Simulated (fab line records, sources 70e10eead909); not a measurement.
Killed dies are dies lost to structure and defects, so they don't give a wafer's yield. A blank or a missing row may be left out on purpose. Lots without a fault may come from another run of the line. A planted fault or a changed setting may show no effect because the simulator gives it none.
fab line records | flow nand_harc
record lots=7 wafers=19 last_day=24
route steps=1159 shown P_START@1 P_ZERO_WELL@2
lots that met no fault: from a run of the same line without faults
start_h: hours from the record's first day to the start of the lot's first wafer shown | wait_h: hours since the lot's step before | " the same as in the row above | L1.1+2: a row that stands for several wafers | - no value, or no start given | * or withheld: withheld | < > ~ a bound
route shown NAME@n: a module of which the file shows steps, and the number in the route of the first | usual: mean/standard deviation of fault-free wafers | same: alike in all rows | chamber/n: place in a boat | sites: the reading at each site | _std_site: their standard deviation | _edge_site: outer sites' mean less inner sites' | radius_mm: how far each site lies from the wafer's centre | mask NAME#n: copy n | behind: the tool/chamber that last shaped the wafer | hold: why the lot was held/for how many hours/how that ended | device: the transistor (n, p or np) that didn't switch | end of line: the same wafers' tests at the end of the route | a step without rows: its recipe alone | killed: dies lost to structure and defects at the first sort, not the wafer's yield | map: a wafer's dies, x killed, . not, _ none there
set.NAME: the setting as run; set.NAME@STEP: as run at that earlier step | model.NAME: the simulator's own value behind a step, which no gauge read
lots at some steps of the route; a table a step, a row a wafer
services: from which hour (start_h, from the record's first day; less than 0 if before it) a tool's chamber was out of use, for how many hours, and why
## steps
# step NHARC_P_START_INSPECT_01
# usual raw_defect_count=3.5/2
# columns lot.wafer tool chamber start_h wait_h raw_defect_count
L107.2 defect_inspect-02 - 12.04 - 4
L107.4 " - " " 6
L107.5 " - " " 2
L110.1 defect_inspect-01 - 30.04 - 6
L110.3 " - " " 1
L110.5 " - " " 4
L118.4 defect_inspect-01 - 78.04 - 1
L118.5 " - " " 1
L120.1 defect_inspect-02 - 90.03 - 6
L120.2 " - " " 3
L120.6 " - " " 1
L122.2 defect_inspect-01 - 102.05 - 5
L122.5 " - " " 1
L124.1 defect_inspect-01 - 114.04 - 8
L124.2 " - " " 2
L124.6 " - " " 3
L126.3 defect_inspect-02 - 126.04 - 3
L126.4 " - " " 4
L126.6 " - " " 4
# step NHARC_P_ZERO_WELL_PRECLEAN_00
# recipe time_s=600 temp_c=120 chemistry=SPM
# step NHARC_P_ZERO_WELL_SRD_01
# step NHARC_P_ZERO_WELL_PECVD_02
# recipe target_thk_a=100 temp_c=400 pressure_torr=6.5 rf_w=withheld teos_flow_sccm=withheld flow_sccm=2650 target_thk_nm=10 gas=O2 material=SiO2
# step NHARC_P_ZERO_WELL_DEHYDRATE_03
# recipe temp_c=150 time_s=120
# step NHARC_P_ZERO_WELL_HMDS_04
# recipe time_s=30
# step NHARC_P_ZERO_WELL_COAT_64
# recipe temp_c=200 time_s=65
# step NHARC_P_ZERO_WELL_COAT_05
# recipe spin_rpm=2000 resist_thk_nm=600
# step NHARC_P_ZERO_WELL_SOFTBAKE_06
# recipe temp_c=125 time_s=70
# usual chill_plate_temp_C=22.97/0.11 heater_power_total_W=201.0/1.3 plate_temp_C=124.99/0.14
# columns lot.wafer tool chamber start_h wait_h chill_plate_temp_C heater_power_total_W plate_temp_C
L107.2 litho_track-05 0 12 - 23.24 198.9 125.08
L107.4 " 0 " " 23.14 200.3 124.92
L107.5 " 0 " " 23.28 201.8 125.14
L110.1 litho_track-07 0 30 - 22.88 202.7 125.09
L110.3 " 0 " " 22.99 199.4 124.98
L110.5 " 0 " " 23.00 202.6 125.05
L118.4 litho_track-07 0 78 - 23.11 199.2 124.78
L118.5 " 0 " " 22.97 335.3 -
L120.1 litho_track-07 0 90 - 22.91 201.6 125.06
L120.2 " 0 " " 22.92 337.4 -
L120.6 " 0 " " 22.79 202.7 125.02
L122.2 litho_track-07 0 102 - 22.93 337.5 -
L122.5 " 0 " " 23.02 336.5 -
L124.1 litho_track-05 0 115 - 22.86 200.8 125.07
L124.2 " 0 " " 22.99 201.5 124.71
L124.6 " 0 " " 23.00 202.4 124.98
L126.3 litho_track-03 0 126 - 23.17 201.9 124.77
L126.4 " 0 " " 23.00 199.6 124.88
L126.6 " 0 " " 23.07 201.8 124.86
# step NHARC_P_ZERO_WELL_EBR_07
# step NHARC_P_ZERO_WELL_EXPOSE_08
# recipe na=0.55 target_cd_nm=500 dose_mj=33.8 mask_id=P_ZERO
# step NHARC_P_ZERO_WELL_PEB_09
# recipe peb_temp_c=128 peb_time_s=80
# step NHARC_P_ZERO_WELL_DEVELOP_10
# recipe time_s=50 dev_temp_c=22
# step NHARC_P_ZERO_WELL_CD_MEAS_11
# recipe target_cd_nm=500 landing_energy_ev=500
# usual cd_nm=500.2/1.5
# columns lot.wafer tool chamber start_h wait_h cd_nm
L107.2 cd_sem-01 0 13.13 - 498.2
L107.4 " 0 " " 500.1
L107.5 " 0 " " 501.1
L110.1 cd_sem-02 0 31.25 - 501.6
L110.3 " 0 " " 499.5
L110.5 " 0 " " 500.0
L118.4 cd_sem-03 0 79.13 - 500.3
L118.5 " 0 " " 493.2
L120.1 cd_sem-02 0 91.12 - 499.3
L120.2 " 0 " " 496.4
L120.6 " 0 " " 499.6
L122.2 cd_sem-03 0 103.25 - 493.6
L122.5 " 0 " " 492.3
L124.1 cd_sem-02 0 115.73 - 499.6
L124.2 " 0 " " 502.6
L124.6 " 0 " " 500.7
L126.3 cd_sem-01 0 127.24 - 500.5
L126.4 " 0 " " 499.4
L126.6 " 0 " " 502.1
# step NHARC_P_ZERO_WELL_HARDBAKE_12
# recipe temp_c=118 time_s=65
## services
# columns tool chamber start_h hours kind
litho_track-05 - 0.61 - consumable_replace:filter
litho_track-07 - 14.00 7.0 pm
litho_track-03 - 38.00 7.0 pm
litho_track-05 - 62.00 7.0 pm
## key
first_sign step=NHARC_P_ZERO_WELL_SOFTBAKE_06 reading=heater_power_total_W direction=up sigmas=99+ usual=* struck=*
effect step=NHARC_P_ZERO_WELL_CD_MEAS_11 reading=cd_nm direction=down sigmas=4.1 usual=500.2 struck=493.9
met_at NHARC_P_ZERO_WELL_SOFTBAKE_06
struck_wafers L118.5,L120.2,L122.2,L122.5
tester_left_out L118,L120,L122
onset_between 30 78
fault kind=process_parameter_drift tool=litho_track-07 chamber=- onset_h=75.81 steps=NHARC_P_ZERO_WELL_SOFTBAKE_06 channel=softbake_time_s offset=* shape=step end_h=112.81 scope=struck_wafers_only acts_in=* stated=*
# tester_left_out: of these lots the tester's yield and bins aren't shown, on N5 and GAA mostly nor the transistor test; their killed dies are dies lost to structure and defects alone, not to doping, threshold or leakage, so they don't give the yield
